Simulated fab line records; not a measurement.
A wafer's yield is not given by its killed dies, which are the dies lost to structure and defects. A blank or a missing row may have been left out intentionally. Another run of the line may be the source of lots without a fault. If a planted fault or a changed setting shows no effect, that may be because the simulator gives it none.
Matching of chambers	flow nandHarc	4 sister chambers for NHARC_A_SGD_CUT_ETCHBACK_24 on rieDiel-09
The step etches the open film in CH3F/O2, target depth 50 nm, time 92.857 s. 18 wafers are shown with their chamber, then 9 later ones without.

WAFERS, EACH WITH ITS CHAMBER
wafer	chamber	showerheadPlenumPTorr (Torr)	drypumpMotorCurrentA (A)	rfVppV (V)
L075.3	1	2.50	6.3	245.3
L075.5	1	2.50	6.3	246.0
L075.6	2	2.46	5.5	245.6
L079.1	2	2.46	5.5	243.5
L079.5	1	2.50	6.3	244.3
L079.6	2	2.46	5.5	244.3
L080.1	1	2.50	6.3	245.1
L080.2	0	2.58	5.3	247.0
L080.3	2	2.46	5.5	244.3
L082.1	3	2.33	5.8	242.4
L082.3	1	2.50	6.3	244.2
L082.6	1	2.50	6.3	245.8
L081.1	2	2.46	5.5	245.2
L081.3	1	2.50	6.3	244.8
L081.6	0	2.58	5.4	245.9
L085.1	0	2.57	5.4	246.4
L085.2	2	2.46	5.5	245.9
L085.4	3	2.33	5.8	243.2

SIGNATURES (averages over the wafers above)
reading	chamber 0	chamber 1	chamber 2	chamber 3	scatter within a chamber
showerheadPlenumPTorr	2.5767	2.5000	2.4600	2.3300	0.00218
drypumpMotorCurrentA	5.367	6.300	5.500	5.800	0.0218
rfVppV	246.433	245.071	244.800	242.800	0.756
Rule: a wafer lies at a distance from a chamber equal to the root of the sum of squares, over the readings, of (its reading less the chamber's mean, divided by the reading's scatter). The wafer belongs to the nearest chamber; if the next one is less than 2 further off, it can't be placed. The scatter: the root of (the sum of the squares of (reading less its chamber's mean) over the shown wafers, divided by (wafers less chambers)).

WAFERS WHOSE CHAMBER IS MISSING
wafer	showerheadPlenumPTorr (Torr)	drypumpMotorCurrentA (A)	rfVppV (V)
L089.2	2.57	5.4	246.3
L089.3	2.46	5.6	244.6
L089.6	2.57	5.3	246.5
L090.1	2.46	5.6	244.0
L090.2	2.33	5.8	242.3
L090.6	2.46	5.5	245.2
L093.3	2.50	6.3	243.1
L093.4	2.57	5.4	246.5
L093.5	2.46	5.5	243.8

THE CHAMBER EACH PASSED THROUGH
wafer	from the rows above	in truth
L089.2	0	0
L089.3	2	2
L089.6	0	0
L090.1	2	2
L090.2	3	3
L090.6	2	2
L093.3	1	1
L093.4	0	0
L093.5	2	2
Correct placement for 9 of the 9. From these rows, 0 cannot be placed. Number placed wrongly: 0.
